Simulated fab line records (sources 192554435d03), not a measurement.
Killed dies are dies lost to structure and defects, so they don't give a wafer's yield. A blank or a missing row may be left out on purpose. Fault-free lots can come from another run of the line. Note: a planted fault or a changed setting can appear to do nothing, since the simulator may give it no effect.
Comparing a struck lot with a sound one | flow n5-finfet | 29 out of 1938 route steps
Sound: wafers L640.3, L640.5, L640.6. Struck: wafer L629.3. (L629.1 of the same lot was not struck and is left out.) The cause comes at the end.
At each step with rows: each side's tool, then ch and its chambers, then its first start. Under that, the readings that differ: sound wafers | struck wafers | difference of the means | sigmas: that difference in standard deviations of wafers without a fault.
alike: same words and numbers on both sides, and readings whose means sit less than 2 such deviations apart. not compared: any withheld reading, any reading some wafer has no value for, any bound like >300 that may hide the same value, and any number with overlapping values for which the record gives no deviation.
Wherever a step has rows on one side only, a row that says differs or no value, or a row with sigmas, the two part there. Non-overlapping numbers with no deviation appear without sigmas and do not part them. Lack of a reading on every wafer of one side parts them only where that side has two or more wafers.

first, 9 steps without rows for these wafers: N5_BEOL_M0_SAQP_EXPOSE_37 (exposes mask M0 CUT1, target cd 30 nm); N5_BEOL_M0_SAQP_PEB_38 (peb time 60 s); N5_BEOL_M0_SAQP_DEVELOP_39 (develop time 30 s); N5_BEOL_M0_SAQP_DESCUM_45 (chemistry O2, time 7 s); N5_BEOL_M0_SAQP_ETCH_88 (etches underlayer in N2/H2, target depth 6.5 nm, time 5.2 s); N5_BEOL_M0_SAQP_ETCH_73 (etches SiARC in CF4, target depth 19.5 nm, time 32.5 s); N5_BEOL_M0_SAQP_CUT_ETCH_46 (etches SOC in N2/H2, target depth 135 nm, overetch 27 nm, time 202.5 s); N5_BEOL_M0_SAQP_STRIP_74 (strips in N2/H2); N5_BEOL_M0_SAQP_STRIP_89 (strips in N2/H2).
N5_BEOL_M0_SAQP_ALD_48: deposits SiO2, target thk 20 nm, pulse time 1 s, co reactant pulse time 1 s.
  sound on ald-sin-03 ch 0,1, day 11 03:21; struck on ald-sin-03 ch 2, day 8 19:22
  reading                                       | sound             | struck | difference | sigmas
  ald-cycles                                    | 139 139 139       | 251    | +112       |
  chamber-pressure-Torr (Torr)                  | 1.999 1.998 2.003 | 2.014  | +0.014     | +3
  model.SiO2_of_BEOL_M0_SAQP_ALD_48.thk-nm (nm) | 20 20.2 20        | 36     | +16        |
  alike: heater-power-w, precursor-pulse-height-rel
then, 15 steps without rows for these wafers: N5_BEOL_M0_SAQP_ETCH_49 (etches SiO2 in CF4/O2, target depth 37 nm); N5_BEOL_M0_SAQP_STRIP_75 (strips in CF4); N5_BEOL_M0_CUTY_COAT_50 (time 60 s, resist thk 15 nm); N5_BEOL_M0_CUTY_COAT_51 (resist thk 150 nm); N5_BEOL_M0_CUTY_EBR_52; N5_BEOL_M0_CUTY_SOFTBAKE_53 (time 60 s); N5_BEOL_M0_CUTY_EXPOSE_54 (exposes mask M0 ABLK); N5_BEOL_M0_CUTY_PEB_55 (peb time 60 s); N5_BEOL_M0_CUTY_DEVELOP_56 (develop time 30 s); N5_BEOL_M0_CUTY_DESCUM_61 (chemistry O2, time 7.9 s); N5_BEOL_M0_CUTY_ETCH_62 (etches SiARC in CF4, time 58.5 s); N5_BEOL_M0_CUTY_ETCH_63 (etches SOC in N2/H2, target depth 82.7 nm, overetch 16.5 nm, time 124 s); N5_BEOL_M0_CUTY_STRIP_64 (strips in N2/H2); N5_BEOL_M0_ETCH_138 (etches SiCN in CH3F/O2, target depth 12 nm, time 31.6 s); N5_BEOL_M0_HM_OPEN_105 (chemistry Cl2/BCl3, target TiN, target depth 12 nm).
N5_BEOL_M0_STRIP_140: strips in CF4.
  sound on rie-diel-05 ch 0,1,3, day 11 05:29; struck on rie-diel-02 ch 1, day 8 22:33
  reading                                       | sound          | struck | difference | sigmas
  model.SiO2_of_BEOL_M0_SAQP_ALD_48.thk-nm (nm) | 11.6 11.8 11.4 | 19.6   | +8.0       |
  alike: drypump-motor-current-A, oes-product-au, power-w, rf-vpp-V, showerhead-plenum-p-Torr, throttle-valve-pct
  not compared: rf-hours-counter-h
then, 1 step without rows for these wafers: N5_BEOL_M0_STRIP_104 (strips in N2/H2).
N5_BEOL_M4_RC_MEAS_101:
  sound on prober-02 ch 0, day 13 07:31; struck on prober-01 ch 0, day 10 15:46
  reading       | sound          | struck | difference | sigmas
  SS_P (mV/dec) | 75.6 73.5 74.5 | 72.9   | -1.6       | -2
  alike: DIBL_N, DIBL_P, IOFF_N, IOFF_P, ION_N, ION_P, SS_N, VT_N, VT_P
following that, these wafers have no rows for 1 step: N5_PASSIVATION_PROBE_49.

## WHERE THEY PART
Last at N5_BEOL_M4_RC_MEAS_101 as far as this record goes, first at N5_BEOL_M0_SAQP_ALD_48.

WHY: whatever the simulator had introduced
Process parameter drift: ald-sin-03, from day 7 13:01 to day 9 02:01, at N5_BEOL_M0_SAQP_ALD_48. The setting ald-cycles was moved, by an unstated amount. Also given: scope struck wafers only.
